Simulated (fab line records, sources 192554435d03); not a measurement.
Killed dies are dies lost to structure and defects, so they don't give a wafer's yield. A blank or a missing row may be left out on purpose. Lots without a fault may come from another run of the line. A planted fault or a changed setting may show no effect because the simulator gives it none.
Chamber matching | flow n5_finfet | N5_BEOL_M5_CMP_52 on cmp-03: 4 sister chambers
The step polishes, stops on SiCOH lowk, t overpolish 6.9 s, target thk 62 nm. 18 wafers are shown with their chamber, then 9 later ones without.

WAFERS WITH THEIR CHAMBER
wafer  | chamber | motor_current_A (A) | time_to_endpoint_s (s) | barrier_field_endpoint_s (s)
L076.1 | 3       | 4.9                 | 64                     | 25.1
L076.2 | 0       | 5.8                 | 61                     | 25.0
L076.3 | 1       | 6.4                 | 70                     | 25.5
L077.3 | 0       | 5.9                 | 58                     | 24.0
L077.4 | 3       | 5.2                 | 63                     | 24.4
L077.5 | 1       | 6.5                 | 66                     | 25.2
L080.2 | 0       | 5.4                 | 62                     | 24.9
L080.3 | 1       | 6.3                 | 68                     | 25.2
L080.4 | 2       | 6.2                 | 56                     | 24.1
L084.3 | 2       | 6.3                 | 54                     | 22.7
L084.5 | 0       | 6.1                 | 56                     | 24.0
L084.6 | 1       | 6.3                 | 65                     | 25.0
L085.1 | 1       | 6.6                 | 64                     | 25.2
L085.2 | 3       | 5.1                 | 60                     | 24.9
L085.6 | 1       | 6.4                 | 64                     | 25.1
L087.3 | 3       | 4.9                 | 62                     | 25.4
L087.4 | 2       | 5.9                 | 56                     | 24.1
L087.5 | 2       | 5.8                 | 57                     | 24.2

SIGNATURES (means of the wafers above)
reading                  | chamber 0 | chamber 1 | chamber 2 | chamber 3 | scatter within a chamber
motor_current_A          | 5.800     | 6.417     | 6.050     | 5.025     | 0.201
time_to_endpoint_s       | 59.25     | 66.17     | 55.75     | 62.25     | 2.16
barrier_field_endpoint_s | 24.475    | 25.200    | 23.775    | 24.950    | 0.472
Rule: a wafer's distance from a chamber is the root of the sum, over the readings, of the square of ((its reading less the chamber's mean) divided by the reading's scatter). The wafer belongs to the nearest chamber; if the next one is less than 2 further off, it can't be placed. The scatter: the root of (the sum of the squares of (reading less its chamber's mean) over the shown wafers, divided by (wafers less chambers)).

WAFERS WITHOUT THEIR CHAMBER
wafer  | motor_current_A (A) | time_to_endpoint_s (s) | barrier_field_endpoint_s (s)
L090.4 | 5.0                 | 65                     | 26.1
L090.5 | 5.7                 | 58                     | 24.6
L090.6 | 6.6                 | 69                     | 26.3
L089.2 | 6.4                 | 69                     | 25.1
L089.5 | 6.2                 | 71                     | 26.4
L089.6 | 5.7                 | 61                     | 25.2
L096.1 | 4.8                 | 61                     | 24.7
L096.3 | 6.1                 | 58                     | 24.7
L096.5 | 6.2                 | 56                     | 25.2

WHICH CHAMBER EACH WENT THROUGH
wafer  | from the rows above          | in truth
L090.4 | 3                            | 3
L090.5 | can't be placed: 0 or 2      | 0
L090.6 | 1                            | 1
L089.2 | 1                            | 1
L089.5 | 1                            | 1
L089.6 | can't be placed: 0 or 3      | 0
L096.1 | 3                            | 3
L096.3 | can't be placed: 0 or 2      | 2
L096.5 | can't be placed: 0 or 2 or 1 | 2
Placed correctly: 5 of 9. Can't be placed from these rows: 4 (the true chamber is among the candidates in 4). Placed wrongly: 0.
